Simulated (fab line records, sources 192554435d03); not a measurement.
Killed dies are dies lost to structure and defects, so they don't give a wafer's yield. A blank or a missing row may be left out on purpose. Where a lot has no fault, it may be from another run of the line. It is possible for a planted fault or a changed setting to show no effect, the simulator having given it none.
fab line records	flow n5_finfet
record lots=7	wafers=18	last_day=21
route steps=1938 shown BEOL_M3@981 BEOL_M4@1111 PASSIVATION@1936
lots with no fault: from the same line, run without faults
start_h: the number of hours between the record's first day and the start of the first shown wafer of the lot	wait_h: time in hours since the lot's previous step	" repeats the value in the row above	L1.1+2: a row that stands for several wafers	- value missing, or start not given	* or withheld: withheld	< > ~ a bound
route shown NAME@n: a module of which the file shows steps, and the number in the route of the first	usual: average and standard deviation across the fault-free wafers	same: alike in all rows	chamber/n: place in a boat	sites: per-site readings	_std_site: standard deviation across them	_edge_site: the outer-site mean with the inner-site mean subtracted	radius_mm: for every site, how far away it sits from the centre of the wafer	mask NAME#n: copy n	behind: the most recent tool/chamber to have shaped the wafer	hold: the reason the lot was held/the length of the hold in hours/how it ended	device: whichever transistor did not switch (one of n, p or np)	end of line: the route-end tests of the same wafers	for a step that has no rows: nothing shown but its recipe	killed: the dies lost at the first sort to structure and to defects; this is not the yield of the wafer	map: a wafer's dies, x killed, . not, _ none there
set.NAME: the setting the step ran with; set.NAME@STEP: the setting that earlier step ran with	model.NAME: the simulator's own value behind a step, which no gauge read
lots at some steps of the route; a table a step, a row a wafer
services: when a tool's chamber went out of use (start_h, in hours from the record's first day, below 0 if earlier), for how many hours, and the reason
## steps
# step N5_BEOL_M3_ETCH_41
# recipe chemistry=CH3F/O2	target=SiCN	target_depth_a=299	taper_deg=2	time_s=52.5	ion_energy_ev=120	mask_material=TiN	pressure_mtorr=30	source_w=395	bias_w=75	Ar_flow_sccm=150	CH3F_flow_sccm=30	O2_flow_sccm=20
# usual drypump_motor_current_A=5.8/0.34	oes_product_au=0.83/0.071	rf_vpp_V=297.4/1.5	showerhead_plenum_p_Torr=2.00/0.06	throttle_valve_pct=16.28/0.18
lot.wafer	tool	chamber	start_h	wait_h	drypump_motor_current_A	oes_product_au	rf_hours_counter_h	rf_vpp_V	showerhead_plenum_p_Torr	throttle_valve_pct
L547.2	rie_diel-03	1	-	-	5.2	0.70	218	298.8	2.06	16.19
L547.4	"	0	"	"	6.0	0.89	36	295.0	1.96	16.40
L547.6	"	1	"	"	5.2	0.70	-	299.2	2.06	16.20
L551.1	rie_diel-03	1	-	-	5.2	0.69	224	298.6	2.06	16.21
L551.2	"	2	"	"	5.9	0.84	55	298.6	2.03	16.25
L551.3	"	0	"	"	6.0	0.87	42	295.7	1.96	16.41
L559.1	rie_diel-01	2	-	-	5.7	0.79	103	296.8	2.01	16.53
L559.2	"	1	"	"	5.6	0.93	14	299.6	2.13	16.19
L560.1	rie_diel-01	2	-	-	5.7	0.78	105	298.2	2.01	16.54
L560.6	"	0	"	"	5.4	0.86	-	298.4	1.96	16.32
L561.1	rie_diel-01	0	-	-	5.4	0.87	50	296.0	1.96	16.33
L561.4	"	3	"	"	6.1	0.85	67	298.2	2.02	16.17
L565.3	rie_diel-01	3	-	-	6.0	0.85	68	297.9	2.02	16.16
L565.4	"	1	"	"	5.6	0.91	18	300.4	2.13	16.21
L565.6	"	2	"	"	5.7	0.78	-	298.2	2.01	16.55
L562.4	rie_diel-01	0	-	-	5.4	0.86	51	296.6	1.96	16.31
L562.5	"	1	"	"	5.6	0.91	-	300.3	2.13	16.22
L562.6	"	2	"	"	5.7	0.78	-	297.0	2.01	16.55
# step N5_BEOL_M3_STRIP_97
# recipe chemistry=N2/H2	time_s=10	power_w=450	temp_c=40	pressure_mtorr=20	rf_frequency_hz=6e+07	bias_power_w=7	n2_flow_sccm=200	h2_flow_sccm=200
# usual drypump_motor_current_A=5.8/0.34	oes_product_au=0.83/0.071	rf_vpp_V=59.2/0.86	showerhead_plenum_p_Torr=2.55/0.079	throttle_valve_pct=23.64/0.23
lot.wafer	tool	chamber	start_h	wait_h	drypump_motor_current_A	oes_product_au	rf_hours_counter_h	rf_vpp_V	showerhead_plenum_p_Torr	throttle_valve_pct
L547.2	rie_diel-03	1	-	-	5.2	0.70	218	60.1	2.61	23.48
L547.4	"	0	"	"	6.0	0.89	36	59.1	2.48	23.69
L547.6	"	1	"	"	5.2	0.71	-	58.8	2.62	23.46
L551.1	rie_diel-03	1	-	-	5.2	0.70	224	59.0	2.61	23.47
L551.2	"	2	"	"	5.9	0.83	55	59.3	2.58	23.69
L551.3	"	0	"	"	6.0	0.87	42	57.7	2.48	23.71
L559.1	rie_diel-01	2	-	-	5.7	0.79	103	58.0	2.56	23.95
L559.2	"	1	"	"	5.6	0.94	14	59.0	2.71	23.83
L560.1	rie_diel-01	2	-	-	5.7	0.78	105	57.7	2.56	23.97
L560.6	"	0	"	"	5.4	0.86	-	59.1	2.48	23.63
L561.1	rie_diel-01	0	-	-	5.4	0.86	50	58.3	2.48	23.63
L561.4	"	3	"	"	6.1	0.84	67	58.2	2.58	23.54
L565.3	rie_diel-01	3	-	-	6.0	0.85	68	59.0	2.58	23.55
L565.4	"	1	"	"	5.6	0.92	18	58.2	2.71	23.86
L565.6	"	2	"	"	5.7	0.78	-	58.4	2.56	23.97
L562.4	rie_diel-01	0	-	-	5.4	0.86	51	60.2	2.48	23.63
L562.5	"	1	"	"	5.7	0.92	-	59.0	2.71	23.86
L562.6	"	2	"	"	5.7	0.78	-	59.5	2.56	23.97
# step N5_BEOL_M3_OCD_MEAS_38
# usual trench_depth_nm=55.8/0.83
lot.wafer	tool	chamber	start_h	wait_h	trench_depth_nm
L547.2	ocd-01	-	175.67	-	55.0
L547.4	"	-	"	"	55.0
L547.6	"	-	"	"	55.2
L551.1	ocd-01	-	192.32	-	54.5
L551.2	"	-	"	"	56.1
L551.3	"	-	"	"	55.3
L559.1	ocd-02	-	303.32	-	55.6
L559.2	"	-	"	"	56.7
L560.1	ocd-02	-	313.79	-	55.1
L560.6	"	-	"	"	56.2
L561.1	ocd-02	-	318.62	-	56.6
L561.4	"	-	"	"	57.8
L565.3	ocd-02	-	326.35	-	57.3
L565.4	"	-	"	"	56.1
L565.6	"	-	"	"	55.9
L562.4	ocd-02	-	330.72	-	56.3
L562.5	"	-	"	"	55.2
L562.6	"	-	"	"	55.2
# step N5_BEOL_M3_HM_STRIP_39
# recipe chemistry=peroxide_tin_strip	material=TiN	target_depth_a=250	temp_c=50	time_s=158
# step N5_BEOL_M3_SRD_40
# recipe time_s=30	temp_c=23	rinse_liquid=diw	dry=ipa_marangoni
# step N5_BEOL_M3_PRECLEAN_42
# recipe chemistry=residue_remover	time_s=60	temp_c=40
# step N5_BEOL_M3_SRD_43
# recipe time_s=30	temp_c=23	rinse_liquid=diw	dry=ipa_marangoni
# step N5_BEOL_M3_CD_MEAS_35
# recipe target_cd_nm=18	target_cd_y_nm=21	polarity=opening
# usual cd_nm=18.03/0.3
lot.wafer	tool	chamber	start_h	wait_h	cd_nm
L547.2	cd_sem-03	-	175.84	0.0	18.14
L547.4	"	-	"	"	18.10
L547.6	"	-	"	"	18.18
L551.1	cd_sem-02	-	192.48	0.0	18.36
L551.2	"	-	"	"	18.08
L551.3	"	-	"	"	18.32
L559.1	cd_sem-03	-	303.47	0.0	17.82
L559.2	"	-	"	"	17.93
L560.1	cd_sem-01	-	313.94	0.0	18.07
L560.6	"	-	"	"	17.83
L561.1	cd_sem-01	-	318.79	0.0	18.06
L561.4	"	-	"	"	17.87
L565.3	cd_sem-03	-	326.62	0.0	18.10
L565.4	"	-	"	"	17.81
L565.6	"	-	"	"	17.87
L562.4	cd_sem-03	-	330.88	0.0	17.42
L562.5	"	-	"	"	17.48
L562.6	"	-	"	"	17.55
# step N5_BEOL_M3_DEGAS_44
# recipe ambient=vacuum	temp_c=250	time_s=60
# step N5_BEOL_M3_PRE_CLEAN_45
# recipe gas=H2/He	time_s=30	temp_c=250
# usual heater_power_w=322/29
lot.wafer	tool	chamber	start_h	wait_h	heater_power_w
L547.2	pvd_sputter-02	-	175.92	0.0	292
L547.4	"	-	"	"	344
L547.6	"	-	"	"	313
L551.1	pvd_sputter-02	-	192.71	0.0	353
L551.2	"	-	"	"	301
L551.3	"	-	"	"	368
L559.1	pvd_sputter-02	-	303.63	0.0	295
L559.2	"	-	"	"	307
L560.1	pvd_sputter-02	-	314.25	0.0	295
L560.6	"	-	"	"	346
L561.1	pvd_sputter-01	-	318.99	0.0	322
L561.4	"	-	"	"	284
L565.3	pvd_sputter-03	-	326.84	0.0	367
L565.4	"	-	"	"	318
L565.6	"	-	"	"	364
L562.4	pvd_sputter-03	-	331.34	0.0	368
L562.5	"	-	"	"	283
L562.6	"	-	"	"	365
# step N5_BEOL_M3_ALD_84
# recipe material=TaN	target_thk_a=*	temp_c=275	ald_precursor_family=PDMAT	ald_co_reactant=NH3	pressure_torr=3	carrier_flow_sccm=1500	pulse_time_s=2	purge_time_s=3	co_reactant_purge_time_s=2	co_reactant_pulse_time_s=3	ald_cycles=30	precursor_vessel_temp_c=75	precursor_vessel_pressure_torr=26.25	precursor_vessel_carrier_sccm=1000
# usual heater_power_outer_w=222/26	heater_power_w=403/50	mfc_carrier_sccm=1500/4.5	precursor_vessel_temp_c=75.00/0.13
# same co_reactant_purge_time_s=2	purge_time_s=3
lot.wafer	tool	chamber	start_h	wait_h	heater_power_outer_w	heater_power_w	mfc_carrier_sccm	precursor_vessel_temp_c
L547.2	ald_metal-02	3	175.98	0.0	244	461	1499	74.91
L547.4	"	2	"	"	235	478	1504	74.82
L547.6	"	0	"	"	200	351	1509	75.05
L551.1	ald_metal-03	1	192.78	0.0	179	335	1497	74.89
L551.2	"	2	"	"	226	420	1496	75.11
L551.3	"	3	"	"	238	437	1504	74.84
L559.1	ald_metal-03	2	303.69	0.0	234	420	1494	75.17
L559.2	"	0	"	"	219	374	1501	75.17
L560.1	ald_metal-03	3	314.31	0.0	239	443	1506	74.91
L560.6	"	0	"	"	217	378	1502	75.01
L561.1	ald_metal-02	3	319.05	0.0	243	472	1500	74.85
L561.4	"	1	"	"	273	464	1495	74.93
L565.3	ald_metal-01	1	326.91	0.1	215	393	1492	75.02
L565.4	"	0	"	"	211	353	1498	74.95
L565.6	"	3	"	"	192	351	1506	75.16
L562.4	ald_metal-01	3	331.42	0.1	192	357	1503	75.12
L562.5	"	2	"	"	215	368	1501	75.16
L562.6	"	3	"	"	190	364	1496	74.96
# step N5_BEOL_M3_SURFACE_TREAT_85
# recipe gas=Ar	time_s=*	ion_energy_ev=*	ion_current_ma_cm2=0.5	pressure_mtorr=*	ar_flow_sccm=30
# step N5_BEOL_M3_CVD_47
# recipe material=Co	target_thk_a=30	temp_c=withheld	precursor=CCTBA/H2	pressure_torr=30	time_s=223.8
# usual run_length_s=246.8/0.4
lot.wafer	tool	chamber	start_h	wait_h	run_length_s
L547.2	cvd_co-02	1	176.56	0.3	246.6
L547.4	"	2	"	"	247.4
L547.6	"	1	"	"	246.1
L551.1	cvd_co-01	0	193.18	0.1	246.7
L551.2	"	1	"	"	247.7
L551.3	"	2	"	"	246.6
L559.1	cvd_co-02	1	304.20	0.3	137.3
L559.2	"	0	"	"	246.7
L560.1	cvd_co-02	0	314.63	0.0	137.5
L560.6	"	2	"	"	246.8
L561.1	cvd_co-02	1	319.57	0.3	136.9
L561.4	"	2	"	"	137.9
L565.3	cvd_co-01	0	327.43	0.3	247.1
L565.4	"	1	"	"	247.9
L565.6	"	0	"	"	247.2
L562.4	cvd_co-01	1	331.88	0.1	247.2
L562.5	"	0	"	"	246.6
L562.6	"	2	"	"	246.8
# step N5_BEOL_M3_SPUTTER_48
# recipe material=Cu	target_thk_a=45	temp_c=-20	chamber_pressure_pa=0.07	power_w=withheld	time_s=8.29
# usual chuck_gas_flow_sccm=1.26/0.052	substrate_temp_c=-19.99/0.11	throttle_valve_pct=29.5/0.97
lot.wafer	tool	chamber	start_h	wait_h	chuck_gas_flow_sccm	substrate_temp_c	throttle_valve_pct
L547.2	pvd_sputter-02	-	177.84	1.2	1.30	-19.98	31.2
L547.4	"	-	"	"	1.27	-20.00	30.3
L547.6	"	-	"	"	1.35	-20.11	28.6
L551.1	pvd_sputter-01	-	193.43	0.2	1.28	-20.08	28.5
L551.2	"	-	"	"	1.24	-19.94	29.9
L551.3	"	-	"	"	1.28	-19.98	31.2
L559.1	pvd_sputter-01	-	305.79	1.5	1.26	-20.03	31.6
L559.2	"	-	"	"	1.31	-19.94	28.7
L560.1	pvd_sputter-01	-	314.95	0.3	1.25	-19.95	29.9
L560.6	"	-	"	"	1.29	-19.96	28.4
L561.1	pvd_sputter-01	-	321.16	1.5	1.27	-20.13	28.4
L561.4	"	-	"	"	1.12	-19.81	31.7
L565.3	pvd_sputter-02	-	329.12	1.6	1.29	-20.14	30.0
L565.4	"	-	"	"	1.25	-19.97	30.0
L565.6	"	-	"	"	1.26	-20.16	28.6
L562.4	pvd_sputter-01	-	332.04	0.1	1.25	-19.98	31.1
L562.5	"	-	"	"	1.30	-19.90	29.5
L562.6	"	-	"	"	1.27	-19.88	31.5
# step N5_BEOL_M4_RC_MEAS_101
# usual DIBL_N=36.3/1.1	DIBL_P=36.3/1.4	IOFF_N=0.155/0.019	IOFF_P=0.211/0.027	ION_N=672/8.5	ION_P=462/5.8	SS_N=71.5/0.56	SS_P=73.3/0.52	VT_N=249.9/2.5	VT_P=-249.8/2.8
lot.wafer	tool	chamber	start_h	wait_h	DIBL_N[mV/V]	DIBL_P[mV/V]	IOFF_N[nA/um]	IOFF_P[nA/um]	ION_N[uA/um]	ION_P[uA/um]	SS_N[mV/dec]	SS_P[mV/dec]	VT_N[mV]	VT_P[mV]
L547.2	prober-01	0	196.27	0.2	37.9	37.2	0.171	0.243	674	465	71.8	74.0	249.2	-248.8
L547.4	"	0	"	"	34.5	32.6	0.110	0.165	647	452	70.7	73.0	254.2	-257.5
L547.6	"	0	"	"	36.9	36.4	0.151	0.224	669	467	71.8	74.6	249.0	-248.6
L551.1	prober-01	0	237.91	0.0	37.1	36.9	0.156	0.246	665	468	72.1	73.0	251.7	-246.4
L551.2	"	0	"	"	35.8	35.8	0.146	0.231	665	465	71.4	73.2	251.7	-248.9
L551.3	"	0	"	"	37.4	37.7	0.176	0.275	678	468	71.2	73.1	249.4	-247.6
L559.1	prober-01	0	335.47	0.0	35.5	34.0	0.142	0.183	671	461	70.7	72.5	250.7	-249.9
L559.2	"	0	"	"	36.5	35.7	0.165	0.208	672	459	72.0	73.7	248.7	-251.2
L560.1	prober-01	0	346.49	0.0	37.2	38.0	0.160	0.261	667	461	72.4	74.0	251.0	-245.5
L560.6	"	0	"	"	37.2	37.4	0.153	0.250	665	460	72.1	73.7	251.9	-248.8
L561.1	prober-02	0	354.88	0.0	35.3	34.7	0.149	0.230	675	468	71.3	72.3	248.8	-244.9
L561.4	"	0	"	"	37.8	37.0	0.181	0.268	672	468	72.1	74.3	245.3	-246.3
L565.3	prober-02	0	385.66	0.3	37.1	35.5	0.140	0.194	659	458	71.6	73.0	252.5	-250.8
L565.4	"	0	"	"	36.8	34.6	0.135	0.191	673	461	71.3	73.1	251.9	-252.1
L565.6	"	0	"	"	37.7	36.3	0.159	0.218	675	465	71.8	73.4	251.1	-248.3
L562.4	prober-01	0	391.78	0.5	35.9	36.0	0.159	0.206	676	458	71.5	72.8	250.5	-248.7
L562.5	"	0	"	"	36.1	36.5	0.168	0.222	681	466	71.4	73.5	247.5	-247.2
L562.6	"	0	"	"	35.2	35.5	0.148	0.201	674	467	70.6	73.2	250.6	-250.8
# step N5_PASSIVATION_PROBE_49
# usual defect_limited_yield=91.4/1.2	killed_at_M0_to_M3=34/10	killed_at_M4_up=14/5.1	killed_at_contacts=12/6.4	killed_at_front_end=38/9.3	killed_at_other=4/3	killed_dies=102/15	killed_open=67/12	killed_short=33/6.9	sort_bin_5_function=5.0/0.86	sort_bin_6_memory=3.2/0.58	sort_bin_8_speed=0.00/0.0099	sort_n_pass=1078/15	sort_yield_pct=91.4/1.2
# same gross_dies=1180	killed_at_back_side=0	sort_bin_4_leakage[%]=0
lot.wafer	tool	chamber	start_h	wait_h	defect_limited_yield[%]	killed_at_M0_to_M3	killed_at_M4_up	killed_at_contacts	killed_at_front_end	killed_at_other	killed_dies	killed_open	killed_short	sort_bin_5_function[%]	sort_bin_6_memory[%]	sort_bin_8_speed[%]	sort_n_pass	sort_yield_pct[%]
L547.2	prober-01	-	292.91	0.1	91.4	41	13	7	37	3	101	59	39	4.9	3.0	0	1079	91.4
L547.4	prober-01	-	293.01	0.2	89.7	42	8	16	54	2	122	68	52	5.8	4.3	0.08	1057	89.6
L547.6	prober-01	-	293.11	0.3	89.7	50	7	18	45	1	121	85	30	5.7	3.6	0	1059	89.7
L551.1	prober-02	-	337.18	0.0	93.3	24	13	9	31	2	79	55	22	4.4	2.1	0	1101	93.3
L551.2	prober-02	-	337.23	0.1	92.9	29	5	15	31	4	84	50	34	4.2	2.8	0	1096	92.9
L551.3	prober-02	-	337.28	0.1	92.1	25	11	22	33	2	93	62	30	5.3	2.5	0	1087	92.1
L559.1	prober-01	-	438.46	0.0	91.8	31	9	19	31	7	97	62	33	5.3	2.8	0	1083	91.8
L559.2	prober-01	-	438.51	0.1	91.2	27	15	15	41	6	104	64	40	5.2	3.1	0	1076	91.2
L560.1	prober-02	-	468.33	0.7	88.5	59	10	18	47	2	136	86	49	7.4	3.6	0	1044	88.5
L560.6	prober-02	-	468.58	1.0	89.5	32	21	16	48	7	124	86	36	5.5	4.9	0	1056	89.5
L561.1	prober-02	-	468.63	0.2	89.5	52	8	14	43	7	124	77	46	6.0	4.2	0	1056	89.5
L561.4	prober-02	-	468.78	0.4	92.7	19	5	17	41	4	86	54	31	4.7	2.2	0	1094	92.7
L565.3	prober-01	-	498.58	0.1	92.7	26	24	3	32	1	86	59	26	4.0	2.8	0	1094	92.7
L565.4	prober-01	-	498.63	0.2	89.7	47	17	11	46	0	121	88	27	6.6	3.5	0	1059	89.7
L565.6	prober-01	-	498.73	0.3	90.0	42	25	5	44	2	118	72	42	5.6	3.6	0	1062	90.0
L562.4	prober-01	-	505.39	0.2	92.4	39	11	8	29	3	90	53	35	4.8	2.1	0	1090	92.4
L562.5	prober-01	-	505.44	0.2	92.6	33	12	6	27	9	87	54	33	4.2	2.6	0	1093	92.6
L562.6	prober-01	-	505.49	0.3	93.7	30	19	4	19	2	74	45	29	4.0	1.9	0	1106	93.7
# killed by level:class
L547.2 BEOL_M3:geometric_particle:open=11 FIN_SAQP:geometric_particle:short=8 BEOL_M2:geometric_particle:open=8 FIN_SAQP:geometric_particle:open=5 GATE_CUT:geometric_particle:short=5 BEOL_M3:geometric_particle:short=5 STARTING-WAFER:geometric_particle:short=5 STARTING-WAFER:geometric_particle:open=5
L547.4 MOL_CONTACT_COAG:geometric_particle:open=13 BEOL_M3:geometric_particle:open=12 FIN_SAQP:geometric_particle:short=10 FIN_SAQP:geometric_particle:open=10 STI_FIN_REVEAL:geometric_particle:open=10 BEOL_M0_SAQP:geometric_particle:short=9 BEOL_M0_SAQP:geometric_particle:open=9 GATE_CUT:geometric_particle:short=8
L547.6 MOL_CONTACT_COAG:geometric_particle:open=15 STI_FIN_REVEAL:geometric_particle:open=12 BEOL_M3:geometric_particle:open=11 BEOL_M0_SAQP:geometric_particle:open=9 BEOL_M0:geometric_particle:open=7 STARTING-WAFER:geometric_particle:open=6 BEOL_M0_SAQP:geometric_particle:short=6 HKMG_FIN:area_etch=6
L551.1 BEOL_M3:geometric_particle:open=11 MOL_CONTACT_COAG:geometric_particle:open=7 FIN_SAQP:geometric_particle:open=6 BEOL_M0_SAQP:geometric_particle:open=5 ILD0:geometric_particle:open=4 GATE_CUT:geometric_particle:short=4 BEOL_M4:geometric_particle:open=4 BEOL_M5:geometric_particle:open=4
L551.2 MOL_CONTACT_COAG:geometric_particle:open=9 BEOL_M0_SAQP:geometric_particle:short=7 FIN_SAQP:geometric_particle:open=6 MOL_CONTACT_COAG:geometric_particle:short=6 BEOL_M2:geometric_particle:open=6 BEOL_M3:geometric_particle:open=6 DUMMY_GATE:geometric_particle:open=5 FIN_SAQP:geometric_particle:short=4
L551.3 MOL_CONTACT_COAG:geometric_particle:open=16 FIN_SAQP:geometric_particle:open=9 BEOL_M2:geometric_particle:open=7 BEOL_M3:geometric_particle:open=7 STI_FIN_REVEAL:geometric_particle:open=6 MOL_CONTACT_COAG:geometric_particle:short=6 BEOL_M3:geometric_particle:short=6 FIN_SAQP:geometric_particle:short=4
L559.1 MOL_CONTACT_COAG:geometric_particle:open=15 BEOL_M2:geometric_particle:open=11 BEOL_M3:geometric_particle:open=7 FIN_SAQP:geometric_particle:short=6 MOL_CONTACT_COAG:geometric_particle:short=4 BEOL_M1:geometric_particle:open=4 STARTING-WAFER:geometric_particle:short=4 FIN_SAQP:geometric_particle:open=3
L559.2 FIN_SAQP:geometric_particle:open=9 FIN_SAQP:geometric_particle:short=9 MOL_CONTACT_COAG:geometric_particle:open=9 BEOL_M1:geometric_particle:open=9 MOL_CONTACT_COAG:geometric_particle:short=6 STARTING-WAFER:geometric_particle:short=5 GATE_CUT:geometric_particle:short=4 BEOL_M3:geometric_particle:open=4
L560.1 BEOL_M2:geometric_particle:open=19 FIN_SAQP:geometric_particle:short=18 MOL_CONTACT_COAG:geometric_particle:open=16 BEOL_M1:geometric_particle:open=12 FIN_SAQP:geometric_particle:open=11 BEOL_M0_SAQP:geometric_particle:short=9 STI_FIN_REVEAL:geometric_particle:open=6 BEOL_M0_SAQP:geometric_particle:open=5
L560.6 MOL_CONTACT_COAG:geometric_particle:open=15 FIN_SAQP:geometric_particle:short=11 DUMMY_GATE:geometric_particle:open=9 BEOL_M0_SAQP:geometric_particle:open=8 FIN_SAQP:geometric_particle:open=7 STI_FIN_REVEAL:geometric_particle:open=7 BEOL_M3:geometric_particle:open=7 BEOL_M2:geometric_particle:open=7
L561.1 BEOL_M0_SAQP:geometric_particle:short=16 BEOL_M0_SAQP:geometric_particle:open=11 BEOL_M2:geometric_particle:open=11 MOL_CONTACT_COAG:geometric_particle:open=10 GATE_CUT:geometric_particle:short=9 FIN_SAQP:geometric_particle:open=8 STI_FIN_REVEAL:geometric_particle:open=7 BEOL_M3:geometric_particle:open=5
L561.4 MOL_CONTACT_COAG:geometric_particle:open=12 GATE_CUT:geometric_particle:short=10 FIN_SAQP:geometric_particle:open=5 STI_FIN_REVEAL:geometric_particle:open=5 MOL_CONTACT_COAG:geometric_particle:short=5 BEOL_M0_SAQP:geometric_particle:short=5 FIN_SAQP:geometric_particle:short=4 DUMMY_GATE:geometric_particle:open=4
L565.3 STI_FIN_REVEAL:geometric_particle:open=10 BEOL_M4:geometric_particle:open=10 BEOL_M0_SAQP:geometric_particle:open=8 BEOL_M0_SAQP:geometric_particle:short=7 DUMMY_GATE:geometric_particle:open=7 STI_FIN_REVEAL:geometric_particle:short=4 BEOL_M2:geometric_particle:open=4 BEOL_M2:geometric_particle:short=3
L565.4 STI_FIN_REVEAL:geometric_particle:open=21 BEOL_M3:geometric_particle:open=20 BEOL_M0_SAQP:geometric_particle:open=12 STI_FIN_REVEAL:geometric_particle:short=8 MOL_CONTACT_COAG:geometric_particle:open=8 BEOL_M15:coat_microbubble_printed=5 FIN_SAQP:geometric_particle:open=4 BEOL_M0_SAQP:geometric_particle:short=4
L565.6 BEOL_M0_SAQP:geometric_particle:short=11 STI_FIN_REVEAL:geometric_particle:open=7 DUMMY_GATE:geometric_particle:open=7 BEOL_M0_SAQP:geometric_particle:open=7 BEOL_M1:geometric_particle:open=7 BEOL_M4:geometric_particle:open=7 GATE_CUT:geometric_particle:open=6 GATE_CUT:geometric_particle:short=5
L562.4 BEOL_M0_SAQP:geometric_particle:short=9 MOL_CONTACT_COAG:geometric_particle:open=7 BEOL_M0_SAQP:geometric_particle:open=7 BEOL_M3:geometric_particle:open=7 FIN_SAQP:geometric_particle:short=6 STI_FIN_REVEAL:geometric_particle:open=5 FIN_SAQP:geometric_particle:open=4 DUMMY_GATE:geometric_particle:open=4
L562.5 BEOL_M0_SAQP:geometric_particle:open=10 BEOL_M0_SAQP:geometric_particle:short=7 BEOL_M2:geometric_particle:open=6 BEOL_M4:geometric_particle:open=5 FIN_SAQP:geometric_particle:open=4 FIN_SAQP:geometric_particle:short=4 STI_FIN_REVEAL:geometric_particle:open=4 MOL_CONTACT_COAG:geometric_particle:open=4
L562.6 BEOL_M2:geometric_particle:open=10 BEOL_M0_SAQP:geometric_particle:short=8 BEOL_M4:geometric_particle:open=8 FIN_SAQP:geometric_particle:short=5 GATE_CUT:geometric_particle:short=4 MOL_CONTACT_COAG:geometric_particle:open=4 BEOL_M0_SAQP:geometric_particle:open=4 BEOL_M3:geometric_particle:open=4
## services
tool	chamber	start_h	hours	kind
rie_diel-01	2	154.65	6.9	repair
ald_metal-03	-	156.17	2.8	pm
ald_metal-01	2	159.40	2.7	repair
cvd_co-01	-	159.65	2.8	pm
pvd_sputter-02	-	163.68	5.1	repair
cvd_co-01	-	167.18	8.9	repair
ald_metal-02	-	169.02	2.6	repair
rie_diel-01	0	189.86	5.1	repair
ald_metal-03	2	205.95	7.6	repair
rie_diel-01	2	208.89	1.8	repair
cvd_co-02	2	218.39	6.0	repair
rie_diel-01	-	225.35	2.8	pm
rie_diel-01	1	228.66	-	clean
rie_diel-01	1	228.66	-	consumable_replace:focus_ring
rie_diel-01	1	228.66	-	consumable_replace:showerhead
rie_diel-01	1	228.66	18.6	scheduled_down
ald_metal-02	0	238.24	9.6	repair
cvd_co-02	2	254.09	5.8	repair
rie_diel-01	2	254.21	11.8	repair
cvd_co-02	-	264.61	6.9	pm
pvd_sputter-03	-	273.75	1.9	repair
ald_metal-02	2	279.71	4.9	repair
ald_metal-03	3	317.39	12.6	repair
rie_diel-01	0	323.77	1.3	repair
## key
first_sign step=N5_BEOL_M3_CVD_47	reading=run_length_s	direction=down	sigmas=99+	usual=*	struck=*
effect none on later readings
met_at N5_BEOL_M3_CVD_47
struck_wafers L559.1,L560.1,L561.1,L561.4
onset_between 176.56 304.20
fault kind=process_parameter_drift	tool=cvd_co-02	chamber=-	onset_h=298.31	steps=N5_BEOL_M3_CVD_47	channel=time_s	offset=*	shape=step	end_h=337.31	scope=struck_wafers_only	acts_in=*	stated=*
